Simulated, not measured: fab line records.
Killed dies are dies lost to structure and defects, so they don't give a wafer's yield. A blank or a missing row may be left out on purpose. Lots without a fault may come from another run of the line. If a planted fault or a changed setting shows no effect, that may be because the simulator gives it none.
Matching of chambers | flow nand_harc | 4 sister chambers for NHARC_P_BONDPAD_STRIP_15 on rie_diel-13
The step strips in O2. 20 wafers are shown with their chamber, then 10 later ones without.

== WAFERS PAIRED WITH THEIR CHAMBERS ==
wafer  | chamber | drypump_motor_current_A (A) | oes_product_au (a.u.) | throttle_valve_pct (%)
L991.1 | 0       | 5.57                        | 1.007                 | 17.032
L991.2 | 2       | 5.80                        | 1.006                 | 17.031
L991.5 | 3       | 5.30                        | 1.007                 | 17.041
L993.3 | 2       | 5.81                        | 1.001                 | 17.048
L993.4 | 3       | 5.29                        | 1.002                 | 17.034
L993.5 | 3       | 5.31                        | 0.999                 | 17.038
L995.1 | 0       | 5.53                        | 0.996                 | 17.049
L995.3 | 3       | 5.29                        | 1.005                 | 17.042
L995.4 | 1       | 5.64                        | 0.988                 | 17.036
L998.1 | 2       | 5.84                        | 1.013                 | 17.025
L998.3 | 0       | 5.56                        | 0.995                 | 17.049
L998.6 | 0       | 5.57                        | 1.002                 | 17.032
L100.1 | 2       | 5.81                        | 1.010                 | 17.033
L100.2 | 3       | 5.31                        | 0.990                 | 17.023
L100.4 | 1       | 5.64                        | 0.995                 | 17.047
L101.4 | 1       | 5.64                        | 0.982                 | 17.027
L101.5 | 0       | 5.56                        | 0.992                 | 17.039
L101.6 | 3       | 5.33                        | 1.002                 | 17.040
L103.1 | 3       | 5.32                        | 1.000                 | 17.036
L103.3 | 0       | 5.60                        | 0.995                 | 17.047

SIGNATURES, as means of the wafers listed above
reading                 | chamber 0 | chamber 1 | chamber 2 | chamber 3 | scatter within a chamber
drypump_motor_current_A | 5.5650    | 5.6400    | 5.8150    | 5.3071    | 0.0173
oes_product_au          | 0.99783   | 0.98833   | 1.00750   | 1.00071   | 0.00559
throttle_valve_pct      | 17.04133  | 17.03667  | 17.03425  | 17.03629  | 0.00818
Rule: for each reading, subtract the chamber's mean from the wafer's reading, divide by that reading's scatter and square the result; add these up over the readings and take the root, which gives the wafer's distance from the chamber. If the next closest chamber is less than 2 further off than the closest, the wafer can't be placed; otherwise it belongs to the closest. How the scatter is found: for the shown wafers, subtract from each reading the mean of its chamber, square and add these, divide the total by (wafers less chambers), then take the root.

== WAFERS WITHOUT THEIR CHAMBER ==
wafer  | drypump_motor_current_A (A) | oes_product_au (a.u.) | throttle_valve_pct (%)
L103.5 | 5.34                        | 1.009                 | 17.031
L109.1 | 5.63                        | 0.997                 | 17.039
L109.2 | 5.58                        | 1.002                 | 17.045
L109.3 | 5.28                        | 1.012                 | 17.027
L110.2 | 5.32                        | 0.993                 | 17.049
L110.3 | 5.81                        | 1.004                 | 17.046
L110.6 | 5.56                        | 1.003                 | 17.027
L111.2 | 5.30                        | 1.007                 | 17.034
L111.4 | 5.56                        | 1.005                 | 17.044
L111.5 | 5.32                        | 1.003                 | 17.033

== WHICH CHAMBER EACH ONE RAN IN ==
wafer  | from the rows above | in truth
L103.5 | 3                   | 3
L109.1 | 1                   | 1
L109.2 | 0                   | 0
L109.3 | 3                   | 3
L110.2 | 3                   | 3
L110.3 | 2                   | 2
L110.6 | 0                   | 0
L111.2 | 3                   | 3
L111.4 | 0                   | 0
L111.5 | 3                   | 3
10 of 10 placed correctly. Left unplaced by these rows: 0. 0 placed wrongly.
